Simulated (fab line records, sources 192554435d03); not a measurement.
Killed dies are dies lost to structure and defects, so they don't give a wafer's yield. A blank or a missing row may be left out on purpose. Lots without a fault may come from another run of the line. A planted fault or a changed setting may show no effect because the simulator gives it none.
fab line records | flow n5_finfet
record lots=8 wafers=24 last_day=17
route steps=1938 shown BEOL_M0_SAQP@658 BEOL_M0_CUTY@710 BEOL_M4@1111 PASSIVATION@1936
lots that met no fault: from a run of the same line without faults
start_h: hours from the record's first day to the start of the lot's first wafer shown | wait_h: hours since the lot's step before | " the same as in the row above | L1.1+2: a row that stands for several wafers | - no value, or no start given | * or withheld: withheld | < > ~ a bound
route shown NAME@n: a module of which the file shows steps, and the number in the route of the first | usual: mean/standard deviation of fault-free wafers | same: alike in all rows | chamber/n: place in a boat | sites: the reading at each site | _std_site: their standard deviation | _edge_site: outer sites' mean less inner sites' | radius_mm: how far each site lies from the wafer's centre | mask NAME#n: copy n | behind: the tool/chamber that last shaped the wafer | hold: why the lot was held/for how many hours/how that ended | device: the transistor (n, p or np) that didn't switch | end of line: the same wafers' tests at the end of the route | a step without rows: its recipe alone | killed: dies lost to structure and defects at the first sort, not the wafer's yield | map: a wafer's dies, x killed, . not, _ none there
set.NAME: the setting as run; set.NAME@STEP: as run at that earlier step | model.NAME: the simulator's own value behind a step, which no gauge read
steps of the route over a sample of lots; a table a step, a row a wafer
services: from which hour (start_h, from the record's first day; less than 0 if before it) a tool's chamber was out of use, for how many hours, and why
## steps
# step N5_BEOL_M0_SAQP_MANDREL_ETCH_20
# recipe target_depth_a=600 chemistry=HBr/Cl2 target=a-Si stop_on=SiNx bt_time_s=10 mask_material=SOC over_etch_frac=0.5 time_s=30 pressure_mtorr=10 icp_w=800 bias_w=75 HBr_flow_sccm=150 Cl2_flow_sccm=80 ends=end_point
# usual HBr_flow_sccm=150.0/0.42 bias_w=75.00/0.23 drypump_motor_current_A=5.7/0.54 oes_product_au=0.774/0.014 throttle_valve_pct=35.44/0.27
# columns lot.wafer tool chamber start_h wait_h HBr_flow_sccm bias_w drypump_motor_current_A oes_product_au rf_hours_counter_h throttle_valve_pct
L951.1 rie_si-05 3 115.82 0.0 149.4 75.34 6.5 0.755 200 35.58
L951.2 " 1 " " 150.5 74.84 4.9 0.774 0 35.32
L951.3 " 0 " " 149.3 75.07 5.2 0.774 120 35.32
L952.3 rie_si-06 0 120.51 0.0 150.0 74.65 5.8 0.793 0 34.87
L952.4 " 1 " " 149.9 74.89 5.0 0.776 105 35.46
L952.6 " 1 " " 149.9 74.96 5.0 0.772 - 35.48
L953.3 rie_si-05 2 123.01 0.0 149.8 74.92 6.2 0.774 59 35.62
L953.4 " 0 " " 150.0 74.88 5.2 0.765 - 35.34
L953.6 " 2 " " 149.3 74.98 6.2 0.787 - 35.61
L959.1 rie_si-05 1 158.00 0.0 150.0 74.81 4.9 0.780 1 35.31
L959.4 " 0 " " 150.2 75.23 5.2 0.767 121 35.33
L959.5 " 3 " " 150.4 75.18 6.5 0.768 - 35.49
L966.3 rie_si-02 0 202.22 0.0 150.2 75.24 6.2 0.756 7 35.62
L966.4 " 2 " " 149.1 74.84 5.6 0.759 69 36.05
L966.5 " 2 " " 150.6 74.95 5.6 0.738 - 36.07
L968.1 rie_si-02 1 212.86 0.0 150.5 75.60 5.7 0.772 165 35.38
L968.3 " 0 " " 149.8 74.96 6.2 0.765 7 35.62
L968.4 " 2 " " 150.3 74.91 5.6 0.751 70 36.07
L969.2 rie_si-02 3 222.61 0.0 150.2 75.27 6.4 0.767 90 35.52
L969.5 " 3 " " 150.0 75.09 6.4 0.792 - 35.47
L969.6 " 2 " " 149.8 74.70 5.6 0.748 - 36.06
L973.1 rie_si-05 1 238.53 0.0 149.7 74.77 4.9 0.782 3 35.32
L973.2 " 0 " " 150.4 74.79 5.2 0.758 122 35.34
L973.4 " 2 " " 149.7 75.08 6.2 0.786 61 35.62
# step N5_BEOL_M0_SAQP_RECESS_114
# recipe chemistry=HF/NH3 target=SiO2 target_depth_a=144 afs_cycles=3 temp_c=30 sublimation_temp_c=180 sublimation_time_s=60
# usual drypump_motor_current_A=5.6/0.48
# columns lot.wafer tool chamber start_h wait_h drypump_motor_current_A
L951.1 vapor_etch-02 0 116.05 0.0 5.7
L951.2 " 1 " " 5.0
L951.3 " 0 " " 5.7
L952.3 vapor_etch-02 1 120.88 0.1 5.0
L952.4 " 0 " " 5.8
L952.6 " 1 " " 5.0
L953.3 vapor_etch-01 1 123.43 0.1 5.7
L953.4 " 0 " " 6.3
L953.6 " 1 " " 5.6
L959.1 vapor_etch-01 1 158.23 0.0 5.6
L959.4 " 1 " " 5.7
L959.5 " 1 " " 5.6
L966.3 vapor_etch-02 0 202.61 0.1 5.7
L966.4 " 1 " " 5.0
L966.5 " 0 " " 5.7
L968.1 vapor_etch-02 0 213.09 0.0 5.7
L968.3 " 0 " " 5.7
L968.4 " 1 " " 5.0
L969.2 vapor_etch-02 0 224.46 1.6 5.7
L969.5 " 1 " " 5.0
L969.6 " 0 " " 5.7
L973.1 vapor_etch-02 0 238.88 0.1 5.7
L973.2 " 1 " " 5.0
L973.4 " 1 " " 5.0
# step N5_BEOL_M0_SAQP_CD_MEAS_25
# recipe target_cd_nm=13.1 landing_energy_ev=1000 detector=se_inlens
# usual cd_nm=12.78/0.22
# columns lot.wafer tool chamber start_h wait_h cd_nm
L951.1 cd_sem-02 0 117.10 0.1 12.45
L951.2 " 0 " " 12.47
L951.3 " 0 " " 13.32
L952.3 cd_sem-01 0 121.83 0.1 13.10
L952.4 " 0 " " 12.97
L952.6 " 0 " " 12.60
L953.3 cd_sem-03 0 124.43 0.1 12.70
L953.4 " 0 " " 12.95
L953.6 " 0 " " 13.03
L959.1 cd_sem-03 0 159.29 0.1 13.16
L959.4 " 0 " " 12.96
L959.5 " 0 " " 12.74
L966.3 cd_sem-03 0 204.26 0.1 12.27
L966.4 " 0 " " 12.50
L966.5 " 0 " " 12.88
L968.1 cd_sem-03 0 214.15 0.1 13.25
L968.3 " 0 " " 12.52
L968.4 " 0 " " 12.81
L969.2 cd_sem-02 0 225.62 0.1 12.70
L969.5 " 0 " " 12.90
L969.6 " 0 " " 12.71
L973.1 cd_sem-01 0 239.94 0.1 13.20
L973.2 " 0 " " 12.57
L973.4 " 0 " " 12.50
# step N5_BEOL_M0_SAQP_ETCH_107
# recipe chemistry=CH3F/O2 target=SiNx target_depth_a=300 mask_material=SOC pressure_mtorr=30 source_w=395 bias_w=73 Ar_flow_sccm=150 CH3F_flow_sccm=30 O2_flow_sccm=20 ion_energy_ev=120
# usual bias_w=72.99/0.22 drypump_motor_current_A=5.7/0.38 oes_f_703_au=0.77/0.058 oes_product_au=0.77/0.075 rf_vpp_V=296/4.7 showerhead_plenum_p_Torr=2.00/0.08 throttle_valve_pct=16.23/0.28
# columns lot.wafer tool chamber start_h wait_h bias_w drypump_motor_current_A oes_f_703_au oes_product_au rf_hours_counter_h rf_vpp_V showerhead_plenum_p_Torr throttle_valve_pct
L951.1 rie_diel-01 0 117.89 0.0 73.26 5.2 0.76 0.73 156 289 2.07 16.33
L951.2 " 3 " " 72.91 6.2 0.89 0.93 28 305 1.96 16.04
L951.3 " 2 " " 73.04 6.1 0.74 0.72 199 292 1.89 16.38
L952.3 rie_diel-01 2 122.66 0.0 73.15 6.1 0.74 0.71 201 293 1.89 16.37
L952.4 " 0 " " 73.11 5.2 0.75 0.73 158 289 2.07 16.32
L952.6 " 2 " " 73.07 6.1 0.74 0.71 - 292 1.89 16.37
L953.3 rie_diel-03 3 125.27 0.0 73.02 5.9 0.71 0.70 223 298 2.06 16.75
L953.4 " 0 " " 72.77 5.2 0.83 0.86 49 296 2.14 15.99
L953.6 " 2 " " 72.85 5.2 0.77 0.76 - 293 1.91 15.94
L959.1 rie_diel-03 2 160.06 0.0 72.95 5.2 0.75 0.75 160 293 1.90 15.96
L959.4 " 1 " " 72.63 6.0 0.79 0.80 79 296 2.10 15.88
L959.5 " 1 " " 72.91 6.0 0.80 0.80 - 296 2.10 15.90
L966.3 rie_diel-01 2 205.02 0.0 72.80 6.1 0.72 0.70 226 292 1.88 16.43
L966.4 " 0 " " 73.01 5.2 0.73 0.71 182 290 2.06 16.37
L966.5 " 3 " " 72.94 6.2 0.84 0.88 - 306 1.95 16.10
L968.1 rie_diel-03 0 216.46 0.0 73.10 5.2 0.80 0.82 72 298 2.13 16.05
L968.3 " 1 " " 73.25 6.0 0.77 0.78 94 296 2.10 15.91
L968.4 " 3 " " 72.90 5.9 0.69 0.68 248 299 2.05 16.79
L969.2 rie_diel-01 0 226.39 0.0 72.63 5.2 0.73 0.70 188 293 2.05 16.40
L969.5 " 1 " " 73.00 5.8 0.73 0.70 - 299 1.99 16.31
L969.6 " 0 " " 73.09 5.2 0.72 0.70 - 290 2.06 16.38
L973.1 rie_diel-06 0 240.71 0.0 72.91 5.8 0.86 0.87 56 289 1.93 16.26
L973.2 " 2 " " 72.99 5.2 0.71 0.69 228 294 1.99 16.76
L973.4 " 1 " " 73.22 5.9 0.85 0.84 57 297 2.02 15.82
# step N5_BEOL_M0_SAQP_INSPECT_42
# recipe mode=adi inspect_instrument=brightfield
# usual raw_defect_count=278/100
# columns lot.wafer tool chamber start_h wait_h raw_defect_count
L951.1 defect_inspect-01 - 119.44 0.1 262
L951.2 " - " " 279
L951.3 " - " " 276
L952.3 defect_inspect-02 - 124.18 0.0 181
L952.4 " - " " 115
L952.6 " - " " 141
L953.3 defect_inspect-01 - 127.09 0.0 268
L953.4 " - " " 228
L953.6 " - " " 217
L959.1 defect_inspect-02 - 161.77 0.1 1138
L959.4 " - " " 304
L959.5 " - " " 234
L966.3 defect_inspect-01 - 206.54 0.0 372
L966.4 " - " " 375
L966.5 " - " " 415
L968.1 defect_inspect-01 - 217.94 0.1 580
L968.3 " - " " 424
L968.4 " - " " 313
L969.2 defect_inspect-02 - 227.94 0.0 304
L969.5 " - " " 356
L969.6 " - " " 334
L973.1 defect_inspect-02 - 243.03 0.1 216
L973.2 " - " " 241
L973.4 " - " " 279
# step N5_BEOL_M0_CUTY_INSPECT_59
# recipe mode=adi inspect_instrument=macro
# usual raw_defect_count=2.0/1.5
# columns lot.wafer tool chamber start_h wait_h raw_defect_count
L951.1 defect_inspect-02 - 120.86 0.0 0
L951.2 " - " " 2
L951.3 " - " " 1
L952.3 defect_inspect-02 - 128.49 0.0 3
L952.4 " - " " 2
L952.6 " - " " 3
L953.3 defect_inspect-02 - 128.53 0.0 2
L953.4 " - " " 2
L953.6 " - " " 3
L959.1 defect_inspect-01 - 163.53 0.0 >300
L959.4 " - " " 0
L959.5 " - " " 2
L966.3 defect_inspect-01 - 208.43 0.0 4
L966.4 " - " " 3
L966.5 " - " " 3
L968.1 defect_inspect-02 - 219.33 0.0 3
L968.3 " - " " 0
L968.4 " - " " 2
L969.2 defect_inspect-02 - 229.33 0.0 5
L969.5 " - " " 2
L969.6 " - " " 2
L973.1 defect_inspect-01 - 244.35 0.0 1
L973.2 " - " " 1
L973.4 " - " " 4
# step N5_BEOL_M4_RC_MEAS_101
# usual DIBL_N=36.9/1.7 DIBL_P=36.7/2.1 IOFF_N=0.17/0.032 IOFF_P=0.22/0.036 ION_N=674/12 ION_P=461/7 SS_N=71.7/0.6 SS_P=73.4/0.67 VT_N=249/3.1 VT_P=-250/3.2
# columns lot.wafer tool chamber start_h wait_h DIBL_N[mV/V] DIBL_P[mV/V] IOFF_N[nA/um] IOFF_P[nA/um] ION_N[uA/um] ION_P[uA/um] SS_N[mV/dec] SS_P[mV/dec] VT_N[mV] VT_P[mV]
L951.1 prober-01 0 169.52 0.0 35.5 35.5 0.14 0.18 657 448 71.7 72.8 253 -254
L951.2 " 0 " " 36.4 36.6 0.15 0.20 674 464 71.3 73.2 254 -251
L951.3 " 0 " " 35.7 34.9 0.14 0.18 666 456 70.9 73.1 250 -251
L953.3 prober-02 0 186.05 0.3 35.1 33.9 0.13 0.15 653 449 70.7 73.5 251 -257
L953.4 " 0 " " 37.2 36.8 0.17 0.19 682 455 71.6 73.1 251 -255
L953.6 " 0 " " 37.5 35.1 0.17 0.16 677 451 71.5 73.5 248 -256
L952.3 prober-02 0 192.31 0.3 37.7 37.5 0.18 0.22 674 463 71.6 73.8 250 -249
L952.4 " 0 " " 36.5 35.6 0.16 0.19 666 456 71.3 73.2 250 -252
L952.6 " 0 " " 36.5 36.0 0.16 0.19 676 453 71.7 73.5 250 -252
L959.1 prober-01 0 212.24 0.0 37.3 36.5 0.18 0.22 679 461 71.7 73.2 246 -251
L959.4 " 0 " " 37.0 36.0 0.16 0.20 680 460 71.1 72.8 250 -249
L959.5 " 0 " " 39.7 37.1 0.23 0.23 675 452 72.8 73.7 244 -251
L966.3 prober-01 0 257.39 0.3 37.3 36.8 0.18 0.24 676 465 71.6 73.5 246 -248
L966.4 " 0 " " 37.9 35.9 0.20 0.23 685 468 71.9 73.4 246 -250
L966.5 " 0 " " 37.8 35.7 0.18 0.22 681 466 71.8 72.5 247 -250
L968.1 prober-02 0 270.93 0.0 38.5 38.0 0.19 0.24 676 466 71.9 73.7 248 -249
L968.3 " 0 " " 35.0 34.8 0.13 0.20 654 458 71.2 72.8 252 -252
L968.4 " 0 " " 32.8 32.0 0.11 0.16 660 455 70.6 72.6 253 -255
L969.2 prober-02 0 279.27 0.2 36.3 35.0 0.17 0.26 681 470 71.5 72.7 247 -245
L969.5 " 0 " " 34.8 33.8 0.13 0.23 668 469 71.8 72.6 254 -245
L969.6 " 0 " " 37.2 35.8 0.18 0.26 681 471 71.3 73.8 247 -245
L973.1 prober-02 0 295.20 0.0 37.5 38.7 0.20 0.28 681 473 72.4 74.4 244 -247
L973.2 " 0 " " 38.9 40.3 0.23 0.30 696 471 72.0 74.2 245 -243
L973.4 " 0 " " 35.0 35.1 0.14 0.22 660 468 71.2 73.2 251 -249
# step N5_PASSIVATION_PROBE_49
# usual defect_limited_yield=91.7/1.5 killed_at_M0_to_M3=32/9.6 killed_at_M4_up=13/5.3 killed_at_contacts=12/6.8 killed_at_front_end=36/9.8 killed_at_other=4/3.1 killed_dies=98/17 killed_open=65/13 killed_short=32/8.5 sort_bin_5_function=4.9/0.93 sort_bin_6_memory=3.2/0.67 sort_n_pass=1082/17 sort_yield_pct=91.7/1.4
# same gross_dies=1180 killed_at_back_side=0 sort_bin_4_leakage[%]=0 sort_bin_8_speed[%]=0
# columns lot.wafer tool chamber start_h wait_h defect_limited_yield[%] killed_at_M0_to_M3 killed_at_M4_up killed_at_contacts killed_at_front_end killed_at_other killed_dies killed_open killed_short sort_bin_5_function[%] sort_bin_6_memory[%] sort_n_pass sort_yield_pct[%]
L959.1 prober-02 - 309.88 0.0 80.2 161 22 18 31 2 234 72 20 13.0 4.2 946 80.2
L959.4 prober-02 - 310.03 0.2 90.3 28 23 30 32 2 115 76 36 5.5 4.0 1065 90.3
L959.5 prober-02 - 310.08 0.2 89.2 31 25 31 35 5 127 70 56 6.2 4.1 1053 89.2
# killed by level:class
L959.1 BEOL_M0_SAQP:unspecified=142 MOL_CONTACT_COAG:geometric_particle:open=14 STI_FIN_REVEAL:geometric_particle:open=12 BEOL_M4:geometric_particle:open=9 FIN_SAQP:geometric_particle:short=5 DUMMY_GATE:geometric_particle:open=5 BEOL_M0:geometric_particle:open=5 MOL_CONTACT_COAG:geometric_particle:short=4
L959.4 MOL_CONTACT_COAG:geometric_particle:open=25 BEOL_M4:geometric_particle:open=13 FIN_SAQP:geometric_particle:short=7 BEOL_M0_SAQP:geometric_particle:short=7 BEOL_M3:geometric_particle:open=6 STI_FIN_REVEAL:geometric_particle:open=5 MOL_CONTACT_COAG:geometric_particle:short=5 BEOL_M0_SAQP:geometric_particle:open=4
L959.5 MOL_CONTACT_COAG:geometric_particle:open=26 FIN_SAQP:geometric_particle:short=12 BEOL_M4:geometric_particle:short=10 BEOL_M0_SAQP:geometric_particle:short=10 BEOL_M4:geometric_particle:open=9 BEOL_M0_SAQP:geometric_particle:open=7 FIN_SAQP:geometric_particle:open=5 MOL_CONTACT_COAG:geometric_particle:short=5
## services
# columns tool chamber start_h hours kind
rie_diel-06 3 95.68 2.3 repair
rie_diel-06 1 108.93 13.4 repair
rie_si-06 - 114.91 0.5 repair
rie_si-05 3 122.15 2.2 repair
rie_si-02 - 123.01 1.8 repair
rie_si-05 3 124.44 - clean
rie_si-05 3 124.44 25.8 scheduled_down
rie_si-05 3 124.44 25.8 vent_cycle
vapor_etch-02 - 127.05 2.8 pm
rie_diel-06 0 191.26 3.2 repair
rie_diel-03 0 195.40 6.6 repair
rie_diel-06 1 206.40 12.2 repair
vapor_etch-01 - 211.11 28.1 pm
rie_diel-06 - 215.37 0.3 repair
rie_si-06 - 217.52 0.3 repair
rie_diel-03 3 218.34 1.6 repair
rie_diel-03 - 218.39 7.2 repair
rie_diel-03 3 231.56 - clean
rie_diel-03 3 231.56 - consumable_replace:focus_ring
rie_diel-03 3 231.56 15.0 scheduled_down
rie_diel-03 3 231.56 15.0 vent_cycle
vapor_etch-01 - 239.54 0.6 repair
## key
first_sign step=N5_BEOL_M0_SAQP_INSPECT_42 reading=raw_defect_count direction=up sigmas=8.5 usual=278 struck=1138
effect step=N5_BEOL_M0_CUTY_INSPECT_59 reading=raw_defect_count direction=up sigmas=99+ usual=2.0 struck=>300
effect step=N5_PASSIVATION_PROBE_49 reading=killed_at_M0_to_M3 direction=up sigmas=13 usual=32 struck=161
more_kills_born_at N5_BEOL_M0_SAQP_MANDREL_ETCH_20@rie_si-05=142
met_at N5_BEOL_M0_SAQP_MANDREL_ETCH_20
struck_lots L959
struck_wafers L959.1
not_acting_at N5_BEOL_M0_SAQP_RECESS_114,N5_BEOL_M0_SAQP_CD_MEAS_25,N5_BEOL_M0_SAQP_ETCH_107
onset_between 115.82 158.00
fault kind=chamber_particle_source tool=rie_si-05 chamber=1 onset_h=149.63 steps=N5_BEOL_M0_SAQP_MANDREL_ETCH_20 rate_per_visit_cm2=1.3344 end_h=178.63
